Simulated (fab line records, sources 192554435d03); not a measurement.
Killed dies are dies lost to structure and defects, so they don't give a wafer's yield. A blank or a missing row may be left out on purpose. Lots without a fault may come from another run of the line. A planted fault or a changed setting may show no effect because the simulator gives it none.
Chamber matching | flow n5_finfet | N5_BEOL_M2_STRIP_19 on rie_diel-05: 4 sister chambers
The step strips in O2. 4 wafers are shown with their chamber, then 11 later ones without.

WAFERS WITH THEIR CHAMBER
wafer  | chamber | showerhead_plenum_p_Torr (Torr)
L080.2 | 1       | 2.07
L089.4 | 2       | 2.03
L089.5 | 3       | 2.16
L091.2 | 0       | 2.03

WAFERS WITHOUT THEIR CHAMBER
wafer  | showerhead_plenum_p_Torr (Torr)
L091.3 | 2.06
L091.5 | 2.06
L092.2 | 2.03
L092.4 | 2.15
L092.6 | 2.03
L097.1 | 2.02
L097.2 | 2.15
L097.3 | 2.06
L097.4 | 2.02
L097.5 | 2.02
L097.6 | 2.06

WHICH CHAMBER EACH WENT THROUGH
wafer  | from the rows above     | in truth
L091.3 | 1                       | 1
L091.5 | 1                       | 1
L092.2 | can't be placed: 0 or 2 | 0
L092.4 | 3                       | 3
L092.6 | can't be placed: 0 or 2 | 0
L097.1 | can't be placed: 0 or 2 | 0
L097.2 | 3                       | 3
L097.3 | 1                       | 1
L097.4 | can't be placed: 0 or 2 | 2
L097.5 | can't be placed: 0 or 2 | 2
L097.6 | 1                       | 1
Placed correctly: 6 of 11. Can't be placed from these rows: 5 (the true chamber is among the candidates in 5). Placed wrongly: 0.
How it was worked out, from the rows above alone: a wafer's distance from a chamber is the root of the sum, over the readings, of the square of ((its reading less the chamber's mean) divided by the reading's scatter). The wafer belongs to the nearest chamber; if the next one is less than 2 further off, it can't be placed. A chamber's mean is the mean of its shown wafers. The scatter: with one shown wafer a chamber, the root of the mean of the squares of how far each hidden wafer lies from its nearest shown one.
